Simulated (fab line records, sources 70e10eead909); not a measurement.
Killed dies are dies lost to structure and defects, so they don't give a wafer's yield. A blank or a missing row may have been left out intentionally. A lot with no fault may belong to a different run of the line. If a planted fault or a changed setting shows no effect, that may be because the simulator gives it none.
A single fault, viewed from 2 desks | flow nandHarc | each desk has only its own numbers; what lay behind them comes last

== THE METROLOGY DESK ==
What the gauges read for every lot (on any tool): the sampled wafers with a number, averaged. Any lot whose mean is over 4 standard deviations away from the usual mean is out of limits and marked OUT; that distance is given in the brackets.
Columns: A = cdNm at NHARC_P_M2_CD_MEAS_09, usual 170.0 nm; B = overlayXNm at NHARC_P_M2_OVL_MEAS_10, usual -0.2 nm; C = overlayYNm at NHARC_P_M2_OVL_MEAS_10, usual -0.2 nm
lot  | first seen here | A               | B    | C
L281 | day 5 23:01     | 169.6           | -0.6 | 0.2
L282 | day 6 15:35     | 169.5           | 0.4  | 1.4
L283 | day 6 19:06     | 170.0           | -1.0 | 0.8
L284 | day 6 23:20     | 170.4           | -0.3 | -0.7
L287 | day 7 01:58     | 170.5           | 1.2  | -1.0
L286 | day 7 02:40     | 170.3           | -0.3 | -0.6
L288 | day 8 00:53     | 169.4           | 1.0  | -1.0
L289 | day 8 12:17     | 169.6           | 0.0  | -1.0
L295 | day 9 11:45     | 170.2           | 1.2  | 0.7
L293 | day 9 13:01     | 181.9 (+25) OUT | -1.2 | -1.2
L296 | day 10 07:17    | 182.3 (+26) OUT | 0.7  | 0.6
L302 | day 11 06:56    | 170.3           | -0.3 | -0.1
L300 | day 11 13:28    | 169.9           | -0.5 | -0.6
L303 | day 11 14:17    | 169.6           | -0.2 | 0.5
This desk finds L293, L296 out of limits, L293 being first, at day 9 13:01 (cdNm at NHARC_P_M2_CD_MEAS_09). In limits: L281, L282, L283, L284, L287, L286, L288, L289, L295, L302, L300, L303.

== FOR THE TOOL OWNER'S DESK: lithoTrack-01 ==
The tool's own readings at NHARC_P_M2_PEB_07 (peb time 65 s): means of the sampled wafers that have a number, for each lot that ran on this tool. Any lot whose mean is over 4 standard deviations away from the usual mean is out of limits and marked OUT; that distance is given in the brackets.
Columns: A = chillPlateTempC at NHARC_P_M2_PEB_07, usual 23.01 C
lot  | first seen here | A
L281 | day 5 22:56     | 22.96
L283 | day 6 19:02     | 23.03
L284 | day 6 23:15     | 23.18
L287 | day 7 01:53     | 22.89
L288 | day 8 00:49     | 23.12
L293 | day 9 12:56     | 23.18
L296 | day 10 07:12    | 23.14
Result from this desk: across the 7 lots, nothing is out of limits.

== BROUGHT TOGETHER ==
L293, L296 would have let the metrology desk raise an alarm at day 9 13:01.
The tool owner's desk saw nothing out of limits.
On record at the tool owner's desk: L293, L296, within its limits.
NHARC_P_M2_PEB_07 was run on lithoTrack-01 by each of the lots named.

== WHAT THE SIMULATOR PUT IN ==
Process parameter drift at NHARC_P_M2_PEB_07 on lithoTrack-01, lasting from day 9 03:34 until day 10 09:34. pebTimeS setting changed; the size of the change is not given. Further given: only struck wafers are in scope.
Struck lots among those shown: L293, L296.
Hours from the fault's start to each desk's first reading out of limits: the metrology desk, 9.
